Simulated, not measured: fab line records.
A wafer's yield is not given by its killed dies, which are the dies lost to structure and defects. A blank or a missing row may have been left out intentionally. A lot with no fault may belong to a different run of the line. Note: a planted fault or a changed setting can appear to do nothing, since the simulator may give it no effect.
Which tool did it? :: flow n5-finfet :: 24 lots, 72 wafers sampled, at 6 steps of a route of 1938

WHAT THE GAUGES SHOWED, per wafer
N5_BEOL_M5_CD_MEAS_18: pitch 56 nm, target cd 28 nm.
lot: L075
measured: day 9 14:56
on: cd-sem-03
cd-nm (nm): 27.4 28.2 27.6

lot: L074
measured: day 9 15:02
on: cd-sem-03
cd-nm (nm): 28.0 28.0 28.3

lot: L078
measured: day 9 18:50
on: cd-sem-03
cd-nm (nm): 28.0 28.2 28.0

lot: L077
measured: day 10 02:46
on: cd-sem-01
cd-nm (nm): 28.1 27.9 28.2

lot: L076
measured: day 10 05:58
on: cd-sem-02
cd-nm (nm): 28.2 27.6 28.2

lot: L079
measured: day 10 11:38
on: cd-sem-02
cd-nm (nm): 27.7 28.2 27.8

lot: L080
measured: day 10 13:43
on: cd-sem-01
cd-nm (nm): 27.5 27.6 28.2

lot: L081
measured: day 11 00:20
on: cd-sem-02
cd-nm (nm): 28.1 28.1 28.1

lot: L082
measured: day 11 03:23
on: cd-sem-03
cd-nm (nm): 28.2 28.1 28.3

lot: L083
measured: day 11 13:23
on: cd-sem-01
cd-nm (nm): 27.5 27.7 27.8

lot: L085
measured: day 11 17:49
on: cd-sem-03
cd-nm (nm): 27.8 28.7 28.4

lot: L084
measured: day 11 21:33
on: cd-sem-01
cd-nm (nm): 28.1 28.2 27.9

lot: L086
measured: day 11 21:47
on: cd-sem-02
cd-nm (nm): 28.4 28.6 28.0

lot: L087
measured: day 12 11:14
on: cd-sem-01
cd-nm (nm): 27.9 28.1 28.5

lot: L088
measured: day 12 20:04
on: cd-sem-02
cd-nm (nm): 28.1 28.5 28.3

lot: L089
measured: day 13 00:37
on: cd-sem-03
cd-nm (nm): 28.5 28.2 27.9

lot: L090
measured: day 13 06:35
on: cd-sem-03
cd-nm (nm): 28.1 28.5 27.5

lot: L091
measured: day 13 09:35
on: cd-sem-01
cd-nm (nm): 28.0 28.2 28.1

lot: L093
measured: day 13 13:12
on: cd-sem-03
cd-nm (nm): 28.0 28.1 27.7

lot: L092
measured: day 13 17:19
on: cd-sem-02
cd-nm (nm): 28.0 27.7 28.1

lot: L094
measured: day 14 10:41
on: cd-sem-01
cd-nm (nm): 28.4 27.7 27.7

lot: L096
measured: day 14 11:11
on: cd-sem-03
cd-nm (nm): 28.2 28.2 28.5

lot: L095
measured: day 14 19:52
on: cd-sem-03
cd-nm (nm): 28.0 28.4 28.3

lot: L097
measured: day 14 19:59
on: cd-sem-03
cd-nm (nm): 27.8 27.8 27.1

N5_BEOL_M6_OVL_MEAS_12.
lot: L075
measured: day 10 02:40
on: overlay-01
M6_OVL (nm): 0.4 -0.3 0.3

lot: L074
measured: day 10 03:00
on: overlay-01
M6_OVL (nm): 0.2 -0.9 0.2

lot: L078
measured: day 10 07:42
on: overlay-02
M6_OVL (nm): -0.9 -0.5 0.3

lot: L077
measured: day 10 13:15
on: overlay-01
M6_OVL (nm): 0.9 -0.2 0.6

lot: L076
measured: day 10 20:32
on: overlay-01
M6_OVL (nm): -0.7 -0.2 -1.2

lot: L079
measured: day 10 22:53
on: overlay-01
M6_OVL (nm): 0.6 0.0 1.5

lot: L080
measured: day 10 23:55
on: overlay-01
M6_OVL (nm): -1.4 -1.4 0.6

lot: L081
measured: day 11 12:33
on: overlay-01
M6_OVL (nm): 0.9 0.8 -0.5

lot: L082
measured: day 11 17:10
on: overlay-02
M6_OVL (nm): 0.4 0.5 -0.9

lot: L083
measured: day 12 03:01
on: overlay-01
M6_OVL (nm): -0.5 0.8 0.3

lot: L085
measured: day 12 06:43
on: overlay-01
M6_OVL (nm): -0.3 1.0 -0.4

lot: L084
measured: day 12 09:36
on: overlay-02
M6_OVL (nm): -0.6 -0.1 -1.0

lot: L086
measured: day 12 09:11
on: overlay-02
M6_OVL (nm): -0.5 -0.1 -0.4

lot: L087
measured: day 12 23:50
on: overlay-01
M6_OVL (nm): -0.1 -0.8 0.3

lot: L088
measured: day 13 08:29
on: overlay-01
M6_OVL (nm): 0.8 2.1 1.9

lot: L089
measured: day 13 17:18
on: overlay-02
M6_OVL (nm): -1.1 -0.8 0.7

lot: L090
measured: day 13 23:00
on: overlay-02
M6_OVL (nm): 0.6 0.0 -0.2

lot: L091
measured: day 13 23:14
on: overlay-02
M6_OVL (nm): 0.5 1.5 0.9

lot: L093
measured: day 14 02:52
on: overlay-01
M6_OVL (nm): 0.4 -0.3 -0.5

lot: L092
measured: day 14 08:49
on: overlay-01
M6_OVL (nm): -0.6 1.1 1.6

lot: L094
measured: day 14 22:22
on: overlay-02
M6_OVL (nm): 0.0 -1.5 0.2

lot: L096
measured: day 14 22:35
on: overlay-02
M6_OVL (nm): 1.2 -0.3 0.5

lot: L095
measured: day 15 05:52
on: overlay-02
M6_OVL (nm): 0.3 -1.3 0.5

lot: L097
measured: day 15 07:10
on: overlay-01
M6_OVL (nm): 0.5 -1.1 0.2

EACH LOT AND THE TOOL THAT RAN IT (in order: tool; ch and the chambers of the sampled wafers; start)
lot: L075
N5_BEOL_M5_DESCUM_33: rie-diel-03 ch 0,2,3, day 9 15:22
N5_BEOL_M5_VIA_ETCH_34: rie-diel-03 ch 0,2,3, day 9 15:33
N5_BEOL_M5_CURE_80: uv-cure-02 ch 1, day 9 16:02
N5_BEOL_M5_SPUTTER_90: pvd-sputter-03, day 9 21:32

lot: L074
N5_BEOL_M5_DESCUM_33: rie-diel-06 ch 1,2, day 9 15:31
N5_BEOL_M5_VIA_ETCH_34: rie-diel-06 ch 1,2, day 9 15:41
N5_BEOL_M5_CURE_80: uv-cure-03 ch 0, day 9 16:16
N5_BEOL_M5_SPUTTER_90: pvd-sputter-01, day 9 22:14

lot: L078
N5_BEOL_M5_DESCUM_33: rie-diel-03 ch 1,2, day 9 21:49
N5_BEOL_M5_VIA_ETCH_34: rie-diel-03 ch 1,2, day 9 22:00
N5_BEOL_M5_CURE_80: uv-cure-03 ch 0, day 9 22:26
N5_BEOL_M5_SPUTTER_90: pvd-sputter-02, day 10 04:33

lot: L077
N5_BEOL_M5_DESCUM_33: rie-diel-01 ch 1,2,3, day 10 03:20
N5_BEOL_M5_VIA_ETCH_34: rie-diel-01 ch 1,2,3, day 10 03:31
N5_BEOL_M5_CURE_80: uv-cure-03 ch 1, day 10 04:00
N5_BEOL_M5_SPUTTER_90: pvd-sputter-01, day 10 10:18

lot: L076
N5_BEOL_M5_DESCUM_33: rie-diel-06 ch 0,1,3, day 10 09:44
N5_BEOL_M5_VIA_ETCH_34: rie-diel-06 ch 0,1,3, day 10 09:55
N5_BEOL_M5_CURE_80: uv-cure-03 ch 2, day 10 10:25
N5_BEOL_M5_SPUTTER_90: pvd-sputter-02, day 10 15:59

lot: L079
N5_BEOL_M5_DESCUM_33: rie-diel-06 ch 0,2, day 10 12:05
N5_BEOL_M5_VIA_ETCH_34: rie-diel-06 ch 0,2, day 10 12:16
N5_BEOL_M5_CURE_80: uv-cure-01 ch 2, day 10 12:42
N5_BEOL_M5_SPUTTER_90: pvd-sputter-01, day 10 19:31

lot: L080
N5_BEOL_M5_DESCUM_33: rie-diel-06 ch 0,2,3, day 10 15:12
N5_BEOL_M5_VIA_ETCH_34: rie-diel-06 ch 0,2,3, day 10 15:23
N5_BEOL_M5_CURE_80: uv-cure-02 ch 2, day 10 15:49
N5_BEOL_M5_SPUTTER_90: pvd-sputter-02, day 10 21:29

lot: L081
N5_BEOL_M5_DESCUM_33: rie-diel-06 ch 0,1,3, day 11 01:55
N5_BEOL_M5_VIA_ETCH_34: rie-diel-06 ch 0,1,3, day 11 02:05
N5_BEOL_M5_CURE_80: uv-cure-01 ch 0, day 11 02:38
N5_BEOL_M5_SPUTTER_90: pvd-sputter-03, day 11 08:26

lot: L082
N5_BEOL_M5_DESCUM_33: rie-diel-01 ch 0,3, day 11 07:25
N5_BEOL_M5_VIA_ETCH_34: rie-diel-01 ch 0,3, day 11 07:35
N5_BEOL_M5_CURE_80: uv-cure-01 ch 1, day 11 08:20
N5_BEOL_M5_SPUTTER_90: pvd-sputter-03, day 11 13:44

lot: L083
N5_BEOL_M5_DESCUM_33: rie-diel-03 ch 0,1,2, day 11 16:25
N5_BEOL_M5_VIA_ETCH_34: rie-diel-03 ch 0,1,2, day 11 16:35
N5_BEOL_M5_CURE_80: uv-cure-02 ch 2, day 11 17:30
N5_BEOL_M5_SPUTTER_90: pvd-sputter-01, day 12 00:37

lot: L085
N5_BEOL_M5_DESCUM_33: rie-diel-01 ch 0,1, day 11 19:42
N5_BEOL_M5_VIA_ETCH_34: rie-diel-01 ch 0,1, day 11 19:53
N5_BEOL_M5_CURE_80: uv-cure-02 ch 1, day 11 20:35
N5_BEOL_M5_SPUTTER_90: pvd-sputter-02, day 12 01:59

lot: L084
N5_BEOL_M5_DESCUM_33: rie-diel-06 ch 0,2, day 12 00:10
N5_BEOL_M5_VIA_ETCH_34: rie-diel-06 ch 0,2, day 12 00:20
N5_BEOL_M5_CURE_80: uv-cure-01 ch 0, day 12 00:46
N5_BEOL_M5_SPUTTER_90: pvd-sputter-03, day 12 06:32

lot: L086
N5_BEOL_M5_DESCUM_33: rie-diel-03 ch 2,3, day 11 23:08
N5_BEOL_M5_VIA_ETCH_34: rie-diel-03 ch 2,3, day 11 23:19
N5_BEOL_M5_CURE_80: uv-cure-03 ch 1, day 11 23:47
N5_BEOL_M5_SPUTTER_90: pvd-sputter-01, day 12 05:46

lot: L087
N5_BEOL_M5_DESCUM_33: rie-diel-01 ch 0,1, day 12 14:22
N5_BEOL_M5_VIA_ETCH_34: rie-diel-01 ch 0,1, day 12 14:32
N5_BEOL_M5_CURE_80: uv-cure-02 ch 1, day 12 15:07
N5_BEOL_M5_SPUTTER_90: pvd-sputter-03, day 12 20:48

lot: L088
N5_BEOL_M5_DESCUM_33: rie-diel-06 ch 0,1,3, day 12 21:20
N5_BEOL_M5_VIA_ETCH_34: rie-diel-06 ch 0,1,3, day 12 21:31
N5_BEOL_M5_CURE_80: uv-cure-01 ch 0, day 12 22:13
N5_BEOL_M5_SPUTTER_90: pvd-sputter-03, day 13 04:22

lot: L089
N5_BEOL_M5_DESCUM_33: rie-diel-01 ch 1,2, day 13 03:58
N5_BEOL_M5_VIA_ETCH_34: rie-diel-01 ch 1,2, day 13 04:09
N5_BEOL_M5_CURE_80: uv-cure-01 ch 1, day 13 04:35
N5_BEOL_M5_SPUTTER_90: pvd-sputter-02, day 13 11:28

lot: L090
N5_BEOL_M5_DESCUM_33: rie-diel-01 ch 1,2,3, day 13 08:07
N5_BEOL_M5_VIA_ETCH_34: rie-diel-01 ch 1,2,3, day 13 08:17
N5_BEOL_M5_CURE_80: uv-cure-02 ch 2, day 13 08:49
N5_BEOL_M5_SPUTTER_90: pvd-sputter-01, day 13 15:41

lot: L091
N5_BEOL_M5_DESCUM_33: rie-diel-01 ch 0,1,2, day 13 10:53
N5_BEOL_M5_VIA_ETCH_34: rie-diel-01 ch 0,1,2, day 13 11:04
N5_BEOL_M5_CURE_80: uv-cure-03 ch 0, day 13 11:31
N5_BEOL_M5_SPUTTER_90: pvd-sputter-03, day 13 17:29

lot: L093
N5_BEOL_M5_DESCUM_33: rie-diel-01 ch 0,1,3, day 13 15:47
N5_BEOL_M5_VIA_ETCH_34: rie-diel-01 ch 0,1,3, day 13 15:58
N5_BEOL_M5_CURE_80: uv-cure-01 ch 2, day 13 16:30
N5_BEOL_M5_SPUTTER_90: pvd-sputter-02, day 13 22:14

lot: L092
N5_BEOL_M5_DESCUM_33: rie-diel-01 ch 0,2, day 13 17:53
N5_BEOL_M5_VIA_ETCH_34: rie-diel-01 ch 0,2, day 13 18:04
N5_BEOL_M5_CURE_80: uv-cure-01 ch 1, day 13 18:30
N5_BEOL_M5_SPUTTER_90: pvd-sputter-01, day 14 01:55

lot: L094
N5_BEOL_M5_DESCUM_33: rie-diel-06 ch 1,2, day 14 11:26
N5_BEOL_M5_VIA_ETCH_34: rie-diel-06 ch 1,2, day 14 11:37
N5_BEOL_M5_CURE_80: uv-cure-01 ch 1, day 14 12:05
N5_BEOL_M5_SPUTTER_90: pvd-sputter-01, day 14 18:06

lot: L096
N5_BEOL_M5_DESCUM_33: rie-diel-06 ch 1,2,3, day 14 12:21
N5_BEOL_M5_VIA_ETCH_34: rie-diel-06 ch 1,2,3, day 14 12:32
N5_BEOL_M5_CURE_80: uv-cure-01 ch 2, day 14 13:01
N5_BEOL_M5_SPUTTER_90: pvd-sputter-03, day 14 18:17

lot: L095
N5_BEOL_M5_DESCUM_33: rie-diel-01 ch 0,1, day 14 21:49
N5_BEOL_M5_VIA_ETCH_34: rie-diel-01 ch 0,1, day 14 21:59
N5_BEOL_M5_CURE_80: uv-cure-01 ch 0, day 14 22:26
N5_BEOL_M5_SPUTTER_90: pvd-sputter-03, day 15 03:41

lot: L097
N5_BEOL_M5_DESCUM_33: rie-diel-06 ch 2,3, day 14 22:15
N5_BEOL_M5_VIA_ETCH_34: rie-diel-06 ch 2,3, day 14 22:26
N5_BEOL_M5_CURE_80: uv-cure-02 ch 1, day 14 22:58
N5_BEOL_M5_SPUTTER_90: pvd-sputter-02, day 15 04:04
- N5_BEOL_M5_DESCUM_33: chemistry O2, time 7 s.
- N5_BEOL_M5_VIA_ETCH_34: etches SiCOH lowk in C4F6/O2, target depth 88.3 nm, time 39.2 s.
- N5_BEOL_M5_CURE_80: cures SiCOH lowk, time 120 s.
- N5_BEOL_M5_SPUTTER_90: material Cu, target thk 4.5 nm, time 8.29 s.

WHAT THE TOOLS THEMSELVES READ (means of the sampled wafers that have a number; where no wafer has one, the mark that the record gives instead)
N5_BEOL_M5_DESCUM_33.
lot: L075
tool: rie-diel-03
drypump-motor-current-A (A): 5.1
oes-product-au (a.u.): 0.82
rf-vpp-V (V): 242.9
showerhead-plenum-p-Torr (Torr): 2.09
throttle-valve-pct (%): 20.44

lot: L074
tool: rie-diel-06
drypump-motor-current-A (A): 5.7
oes-product-au (a.u.): 0.81
rf-vpp-V (V): 243.6
showerhead-plenum-p-Torr (Torr): 2.15
throttle-valve-pct (%): 20.31

lot: L078
tool: rie-diel-03
drypump-motor-current-A (A): 5.0
oes-product-au (a.u.): 0.81
rf-vpp-V (V): 242.4
showerhead-plenum-p-Torr (Torr): 2.06
throttle-valve-pct (%): 20.65

lot: L077
tool: rie-diel-01
drypump-motor-current-A (A): 5.9
oes-product-au (a.u.): 0.77
rf-vpp-V (V): 242.4
showerhead-plenum-p-Torr (Torr): 2.09
throttle-valve-pct (%): 20.45

lot: L076
tool: rie-diel-06
drypump-motor-current-A (A): 5.9
oes-product-au (a.u.): 0.85
rf-vpp-V (V): 243.8
showerhead-plenum-p-Torr (Torr): 2.12
throttle-valve-pct (%): 20.26

lot: L079
tool: rie-diel-06
drypump-motor-current-A (A): 6.4
oes-product-au (a.u.): 0.84
rf-vpp-V (V): 244.1
showerhead-plenum-p-Torr (Torr): 2.13
throttle-valve-pct (%): 19.97

lot: L080
tool: rie-diel-06
drypump-motor-current-A (A): 6.2
oes-product-au (a.u.): 0.78
rf-vpp-V (V): 243.9
showerhead-plenum-p-Torr (Torr): 2.13
throttle-valve-pct (%): 20.18

lot: L081
tool: rie-diel-06
drypump-motor-current-A (A): 5.9
oes-product-au (a.u.): 0.84
rf-vpp-V (V): 243.3
showerhead-plenum-p-Torr (Torr): 2.12
throttle-valve-pct (%): 20.27

lot: L082
tool: rie-diel-01
drypump-motor-current-A (A): 6.1
oes-product-au (a.u.): 0.74
rf-vpp-V (V): 243.2
showerhead-plenum-p-Torr (Torr): 2.08
throttle-valve-pct (%): 20.59

lot: L083
tool: rie-diel-03
drypump-motor-current-A (A): 5.2
oes-product-au (a.u.): 0.82
rf-vpp-V (V): 243.0
showerhead-plenum-p-Torr (Torr): 2.09
throttle-valve-pct (%): 20.53

lot: L085
tool: rie-diel-01
drypump-motor-current-A (A): 5.9
oes-product-au (a.u.): 0.70
rf-vpp-V (V): 241.6
showerhead-plenum-p-Torr (Torr): 2.03
throttle-valve-pct (%): 20.72

lot: L084
tool: rie-diel-06
drypump-motor-current-A (A): 6.2
oes-product-au (a.u.): 0.78
rf-vpp-V (V): 244.1
showerhead-plenum-p-Torr (Torr): 2.14
throttle-valve-pct (%): 20.12

lot: L086
tool: rie-diel-03
drypump-motor-current-A (A): 5.0
oes-product-au (a.u.): 0.76
rf-vpp-V (V): 242.4
showerhead-plenum-p-Torr (Torr): 2.09
throttle-valve-pct (%): 20.55

lot: L087
tool: rie-diel-01
drypump-motor-current-A (A): 5.9
oes-product-au (a.u.): 0.69
rf-vpp-V (V): 243.3
showerhead-plenum-p-Torr (Torr): 2.06
throttle-valve-pct (%): 20.77

lot: L088
tool: rie-diel-06
drypump-motor-current-A (A): 5.9
oes-product-au (a.u.): 0.82
rf-vpp-V (V): 243.1
showerhead-plenum-p-Torr (Torr): 2.12
throttle-valve-pct (%): 20.29

lot: L089
tool: rie-diel-01
drypump-motor-current-A (A): 5.9
oes-product-au (a.u.): 0.72
rf-vpp-V (V): 244.0
showerhead-plenum-p-Torr (Torr): 2.13
throttle-valve-pct (%): 20.61

lot: L090
tool: rie-diel-01
drypump-motor-current-A (A): 6.0
oes-product-au (a.u.): 0.75
rf-vpp-V (V): 242.7
showerhead-plenum-p-Torr (Torr): 2.08
throttle-valve-pct (%): 20.49

lot: L091
tool: rie-diel-01
drypump-motor-current-A (A): 5.9
oes-product-au (a.u.): 0.71
rf-vpp-V (V): 243.0
showerhead-plenum-p-Torr (Torr): 2.10
throttle-valve-pct (%): 20.71

lot: L093
tool: rie-diel-01
drypump-motor-current-A (A): 6.0
oes-product-au (a.u.): 0.72
rf-vpp-V (V): 242.0
showerhead-plenum-p-Torr (Torr): 2.04
throttle-valve-pct (%): 20.57

lot: L092
tool: rie-diel-01
drypump-motor-current-A (A): 5.9
oes-product-au (a.u.): 0.73
rf-vpp-V (V): 244.1
showerhead-plenum-p-Torr (Torr): 2.16
throttle-valve-pct (%): 20.68

lot: L094
tool: rie-diel-06
drypump-motor-current-A (A): 5.5
oes-product-au (a.u.): 0.80
rf-vpp-V (V): 243.8
showerhead-plenum-p-Torr (Torr): 2.14
throttle-valve-pct (%): 20.45

lot: L096
tool: rie-diel-06
drypump-motor-current-A (A): 5.7
oes-product-au (a.u.): 0.76
rf-vpp-V (V): 243.8
showerhead-plenum-p-Torr (Torr): 2.13
throttle-valve-pct (%): 20.46

lot: L095
tool: rie-diel-01
drypump-motor-current-A (A): 5.9
oes-product-au (a.u.): 0.68
rf-vpp-V (V): 241.6
showerhead-plenum-p-Torr (Torr): 2.02
throttle-valve-pct (%): 20.75

lot: L097
tool: rie-diel-06
drypump-motor-current-A (A): 6.0
oes-product-au (a.u.): 0.71
rf-vpp-V (V): 244.5
showerhead-plenum-p-Torr (Torr): 2.12
throttle-valve-pct (%): 20.37

N5_BEOL_M5_VIA_ETCH_34.
lot: L075
tool: rie-diel-03
drypump-motor-current-A (A): 5.1
oes-product-au (a.u.): 0.82
rf-vpp-V (V): 667
showerhead-plenum-p-Torr (Torr): 2.84
throttle-valve-pct (%): 20.84

lot: L074
tool: rie-diel-06
drypump-motor-current-A (A): 5.7
oes-product-au (a.u.): 0.80
rf-vpp-V (V): 669
showerhead-plenum-p-Torr (Torr): 2.96
throttle-valve-pct (%): 21.03

lot: L078
tool: rie-diel-03
drypump-motor-current-A (A): 5.0
oes-product-au (a.u.): 0.80
rf-vpp-V (V): 667
showerhead-plenum-p-Torr (Torr): 2.79
throttle-valve-pct (%): 21.01

lot: L077
tool: rie-diel-01
drypump-motor-current-A (A): 6.0
oes-product-au (a.u.): 0.78
rf-vpp-V (V): 671
showerhead-plenum-p-Torr (Torr): 2.83
throttle-valve-pct (%): 20.84

lot: L076
tool: rie-diel-06
drypump-motor-current-A (A): 5.9
oes-product-au (a.u.): 0.85
rf-vpp-V (V): 664
showerhead-plenum-p-Torr (Torr): 2.88
throttle-valve-pct (%): 20.71

lot: L079
tool: rie-diel-06
drypump-motor-current-A (A): 6.4
oes-product-au (a.u.): 0.84
rf-vpp-V (V): 667
showerhead-plenum-p-Torr (Torr): 2.92
throttle-valve-pct (%): 20.51

lot: L080
tool: rie-diel-06
drypump-motor-current-A (A): 6.2
oes-product-au (a.u.): 0.78
rf-vpp-V (V): 672
showerhead-plenum-p-Torr (Torr): 2.90
throttle-valve-pct (%): 20.66

lot: L081
tool: rie-diel-06
drypump-motor-current-A (A): 5.9
oes-product-au (a.u.): 0.84
rf-vpp-V (V): 663
showerhead-plenum-p-Torr (Torr): 2.88
throttle-valve-pct (%): 20.71

lot: L082
tool: rie-diel-01
drypump-motor-current-A (A): 6.1
oes-product-au (a.u.): 0.75
rf-vpp-V (V): 677
showerhead-plenum-p-Torr (Torr): 2.80
throttle-valve-pct (%): 20.85

lot: L083
tool: rie-diel-03
drypump-motor-current-A (A): 5.2
oes-product-au (a.u.): 0.81
rf-vpp-V (V): 671
showerhead-plenum-p-Torr (Torr): 2.83
throttle-valve-pct (%): 20.91

lot: L085
tool: rie-diel-01
drypump-motor-current-A (A): 5.9
oes-product-au (a.u.): 0.70
rf-vpp-V (V): 670
showerhead-plenum-p-Torr (Torr): 2.75
throttle-valve-pct (%): 21.09

lot: L084
tool: rie-diel-06
drypump-motor-current-A (A): 6.2
oes-product-au (a.u.): 0.77
rf-vpp-V (V): 673
showerhead-plenum-p-Torr (Torr): 2.95
throttle-valve-pct (%): 20.76

lot: L086
tool: rie-diel-03
drypump-motor-current-A (A): 5.0
oes-product-au (a.u.): 0.77
rf-vpp-V (V): 658
showerhead-plenum-p-Torr (Torr): 2.83
throttle-valve-pct (%): 20.90

lot: L087
tool: rie-diel-01
drypump-motor-current-A (A): 6.0
oes-product-au (a.u.): 0.69
rf-vpp-V (V): 676
showerhead-plenum-p-Torr (Torr): 2.78
throttle-valve-pct (%): 21.07

lot: L088
tool: rie-diel-06
drypump-motor-current-A (A): 5.9
oes-product-au (a.u.): 0.82
rf-vpp-V (V): 664
showerhead-plenum-p-Torr (Torr): 2.87
throttle-valve-pct (%): 20.73

lot: L089
tool: rie-diel-01
drypump-motor-current-A (A): 5.8
oes-product-au (a.u.): 0.74
rf-vpp-V (V): 673
showerhead-plenum-p-Torr (Torr): 2.89
throttle-valve-pct (%): 21.02

lot: L090
tool: rie-diel-01
drypump-motor-current-A (A): 6.0
oes-product-au (a.u.): 0.75
rf-vpp-V (V): 671
showerhead-plenum-p-Torr (Torr): 2.81
throttle-valve-pct (%): 20.87

lot: L091
tool: rie-diel-01
drypump-motor-current-A (A): 5.9
oes-product-au (a.u.): 0.71
rf-vpp-V (V): 674
showerhead-plenum-p-Torr (Torr): 2.83
throttle-valve-pct (%): 21.06

lot: L093
tool: rie-diel-01
drypump-motor-current-A (A): 6.0
oes-product-au (a.u.): 0.73
rf-vpp-V (V): 671
showerhead-plenum-p-Torr (Torr): 2.76
throttle-valve-pct (%): 20.90

lot: L092
tool: rie-diel-01
drypump-motor-current-A (A): 5.9
oes-product-au (a.u.): 0.72
rf-vpp-V (V): 677
showerhead-plenum-p-Torr (Torr): 2.91
throttle-valve-pct (%): 21.00

lot: L094
tool: rie-diel-06
drypump-motor-current-A (A): 5.5
oes-product-au (a.u.): 0.81
rf-vpp-V (V): 661
showerhead-plenum-p-Torr (Torr): 2.93
throttle-valve-pct (%): 21.13

lot: L096
tool: rie-diel-06
drypump-motor-current-A (A): 5.7
oes-product-au (a.u.): 0.76
rf-vpp-V (V): 668
showerhead-plenum-p-Torr (Torr): 2.90
throttle-valve-pct (%): 21.00

lot: L095
tool: rie-diel-01
drypump-motor-current-A (A): 5.9
oes-product-au (a.u.): 0.67
rf-vpp-V (V): 671
showerhead-plenum-p-Torr (Torr): 2.74
throttle-valve-pct (%): 21.12

lot: L097
tool: rie-diel-06
drypump-motor-current-A (A): 6.0
oes-product-au (a.u.): 0.71
rf-vpp-V (V): 675
showerhead-plenum-p-Torr (Torr): 2.92
throttle-valve-pct (%): 20.96

N5_BEOL_M5_CURE_80.
lot: L075
tool: uv-cure-02
lamp-power-pct (%): 52.33
wafer_temp_C_max: 372.7

lot: L074
tool: uv-cure-03
lamp-power-pct (%): 52.31
wafer_temp_C_max: 371.9

lot: L078
tool: uv-cure-03
lamp-power-pct (%): 52.32
wafer_temp_C_max: 371.5

lot: L077
tool: uv-cure-03
lamp-power-pct (%): 52.35
wafer_temp_C_max: 372.0

lot: L076
tool: uv-cure-03
lamp-power-pct (%): 52.37
wafer_temp_C_max: 371.2

lot: L079
tool: uv-cure-01
lamp-power-pct (%): 52.28
wafer_temp_C_max: 370.8

lot: L080
tool: uv-cure-02
lamp-power-pct (%): 52.32
wafer_temp_C_max: 372.2

lot: L081
tool: uv-cure-01
lamp-power-pct (%): 52.37
wafer_temp_C_max: 372.2

lot: L082
tool: uv-cure-01
lamp-power-pct (%): 52.32
wafer_temp_C_max: 371.9

lot: L083
tool: uv-cure-02
lamp-power-pct (%): 52.30
wafer_temp_C_max: 371.8

lot: L085
tool: uv-cure-02
lamp-power-pct (%): 52.34
wafer_temp_C_max: 372.5

lot: L084
tool: uv-cure-01
lamp-power-pct (%): 52.30
wafer_temp_C_max: 371.6

lot: L086
tool: uv-cure-03
lamp-power-pct (%): 52.33
wafer_temp_C_max: 372.3

lot: L087
tool: uv-cure-02
lamp-power-pct (%): 52.32
wafer_temp_C_max: 372.9

lot: L088
tool: uv-cure-01
lamp-power-pct (%): 52.33
wafer_temp_C_max: 372.3

lot: L089
tool: uv-cure-01
lamp-power-pct (%): 52.33
wafer_temp_C_max: 372.8

lot: L090
tool: uv-cure-02
lamp-power-pct (%): 52.34
wafer_temp_C_max: 371.9

lot: L091
tool: uv-cure-03
lamp-power-pct (%): 52.32
wafer_temp_C_max: 371.6

lot: L093
tool: uv-cure-01
lamp-power-pct (%): 52.28
wafer_temp_C_max: 370.8

lot: L092
tool: uv-cure-01
lamp-power-pct (%): 52.30
wafer_temp_C_max: 372.0

lot: L094
tool: uv-cure-01
lamp-power-pct (%): 52.33
wafer_temp_C_max: 372.4

lot: L096
tool: uv-cure-01
lamp-power-pct (%): 52.30
wafer_temp_C_max: 370.8

lot: L095
tool: uv-cure-01
lamp-power-pct (%): 52.28
wafer_temp_C_max: 372.1

lot: L097
tool: uv-cure-02
lamp-power-pct (%): 52.33
wafer_temp_C_max: 373.2

N5_BEOL_M5_SPUTTER_90.
lot: L075
tool: pvd-sputter-03
throttle-valve-pct (%): 31.5

lot: L074
tool: pvd-sputter-01
throttle-valve-pct (%): 29.7

lot: L078
tool: pvd-sputter-02
throttle-valve-pct (%): 31.1

lot: L077
tool: pvd-sputter-01
throttle-valve-pct (%): 29.3

lot: L076
tool: pvd-sputter-02
throttle-valve-pct (%): 29.7

lot: L079
tool: pvd-sputter-01
throttle-valve-pct (%): 29.5

lot: L080
tool: pvd-sputter-02
throttle-valve-pct (%): 30.4

lot: L081
tool: pvd-sputter-03
throttle-valve-pct (%): 30.4

lot: L082
tool: pvd-sputter-03
throttle-valve-pct (%): 31.0

lot: L083
tool: pvd-sputter-01
throttle-valve-pct (%): 29.6

lot: L085
tool: pvd-sputter-02
throttle-valve-pct (%): 31.0

lot: L084
tool: pvd-sputter-03
throttle-valve-pct (%): 31.5

lot: L086
tool: pvd-sputter-01
throttle-valve-pct (%): 30.1

lot: L087
tool: pvd-sputter-03
throttle-valve-pct (%): 30.2

lot: L088
tool: pvd-sputter-03
throttle-valve-pct (%): 30.9

lot: L089
tool: pvd-sputter-02
throttle-valve-pct (%): 30.6

lot: L090
tool: pvd-sputter-01
throttle-valve-pct (%): 30.3

lot: L091
tool: pvd-sputter-03
throttle-valve-pct (%): 31.0

lot: L093
tool: pvd-sputter-02
throttle-valve-pct (%): 30.0

lot: L092
tool: pvd-sputter-01
throttle-valve-pct (%): 28.8

lot: L094
tool: pvd-sputter-01
throttle-valve-pct (%): 30.2

lot: L096
tool: pvd-sputter-03
throttle-valve-pct (%): 31.1

lot: L095
tool: pvd-sputter-03
throttle-valve-pct (%): 30.3

lot: L097
tool: pvd-sputter-02
throttle-valve-pct (%): 30.5

THE ANSWER, worked out from the rows above alone
Rule: the lots themselves supply what counts as usual. Put in order of their means at a reading, lots are off if they are a third of the lots or fewer, leave a main group of 4 or more, and stand apart from it by a gap of 3 or more times the standard deviation of the main group's means; of several such gaps the widest counts. A main group is skipped when, at the precision printed for the reading in the tables above, its means are all equal. Also off: a lot with no number at a reading for which 4 or more lots have one. All remaining lots with rows at the step are treated as sound. The gauges are gone through in route order, then the tools' own readings, and for those a lot's mean is taken as printed above. The first step at which some lot is off is used, and at that step the reading that is off furthest; a lot without a number counts as furthest.
Across all readings shown, no lot is off: no conclusion can be drawn from this.

WHAT THE SIMULATOR HAD PUT IN
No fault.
